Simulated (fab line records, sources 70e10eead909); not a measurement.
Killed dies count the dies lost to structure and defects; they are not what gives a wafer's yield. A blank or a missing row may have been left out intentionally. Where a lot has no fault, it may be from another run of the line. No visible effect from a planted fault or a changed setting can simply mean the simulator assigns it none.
Comparing a struck lot with a sound one -- flow nandHarc -- 14 steps out of a route of 1159
Sound: wafers L721.2, L721.3, L721.6. Struck: wafer L732.3 (left out: L732.5, a lot-mate that was not struck); the cause follows at the end.
At each step with rows: each side's tool, then ch and its chambers, then its first start. Under that, the readings that differ: sound wafers -- struck wafers -- difference of the means -- sigmas: that difference in standard deviations of wafers without a fault.
alike: same words and numbers on both sides, and readings whose means sit less than 2 such deviations apart. not compared: any withheld reading, any reading some wafer has no value for, any bound like >300 that may hide the same value, and any number with overlapping values for which the record gives no deviation.
The two part at a step that has a row with sigmas, a row that says differs or no value, or rows on one side only. When numbers do not overlap yet have no deviation, they are printed without sigmas and do not part them. A reading that every wafer of one side lacks parts them only if that side has two wafers or more.

NHARC_P_BONDPAD_INSPECT_23:
  sound on defectInspect-01 at day 7 09:06; struck on defectInspect-02 at day 10 15:18
  alike: rawDefectCount
NHARC_P_BONDPAD_ACTIVATE_29: chemistry N2, time 60 s.
  sound on rieDiel-12 ch 0,1, day 7 09:10; struck on rieDiel-06 ch 3, day 10 15:22
reading,sound,struck,difference,sigmas
oesProductAu (a.u.),0.996 0.986 0.994,1.018,+0.026,+3
  alike: drypumpMotorCurrentA, mfcArSccm, rfVppV, showerheadPlenumPTorr
  not compared: rfHoursCounterH
then, 2 steps without rows for these wafers: NHARC_P_BONDPAD_PRECLEAN_30 (cleans in DIW, time 300 s); NHARC_P_BONDPAD_SRD_31 (time 30 s, dry time 20 s).
NHARC_A_START_INSPECT_01:
  sound on defectInspect-01 at day 7 09:35; struck on defectInspect-02 at day 10 15:47
  alike: rawDefectCount
then, 6 steps without rows for these wafers: NHARC_A_ZERO_WELL_PRECLEAN_00 (cleans in SPM, time 600 s); NHARC_A_ZERO_WELL_SRD_01; NHARC_A_ZERO_WELL_DEHYDRATE_02 (time 120 s); NHARC_A_ZERO_WELL_HMDS_03 (time 30 s); NHARC_A_ZERO_WELL_COAT_18 (time 65 s); NHARC_A_ZERO_WELL_COAT_04 (resist thk 600 nm).
NHARC_A_ZERO_WELL_SOFTBAKE_05: time 70 s.
  sound on lithoTrack-07 ch 0, day 7 09:00; struck on lithoTrack-07 ch 0, day 10 16:00
reading,sound,struck,difference,sigmas
heaterPowerTotalW (W),199.6 202.5 202.5,232.6,+31.1,+24
  alike: chillPlateTempC, exhaustPa
  not compared: plateTempC
next, for these wafers, 1 step has no rows: NHARC_A_ZERO_WELL_EBR_06.
-- record jumps: 13 days between struck wafers' starts before vs after; left off in module A_ZERO_WELL, resumes in module END, first step shown is number 1159 of the route --
NHARC_END_SORT_01:
  sound on prober-02 ch 0, day 20 03:41; struck on prober-02 ch 0, day 23 07:38
reading,sound,struck,difference,sigmas
killedAtPeriphery,2 6 2,8,+5,+2
killedDies,26 30 28,51,+23,+2
killedOpen,2 4 2,12,+9,+5
  alike: killedAtArray, killedAtOther, killedShort

WHERE THEY PART
Last at NHARC_END_SORT_01 as far as this record goes, first at NHARC_P_BONDPAD_ACTIVATE_29.

WHY: what the simulator had put in
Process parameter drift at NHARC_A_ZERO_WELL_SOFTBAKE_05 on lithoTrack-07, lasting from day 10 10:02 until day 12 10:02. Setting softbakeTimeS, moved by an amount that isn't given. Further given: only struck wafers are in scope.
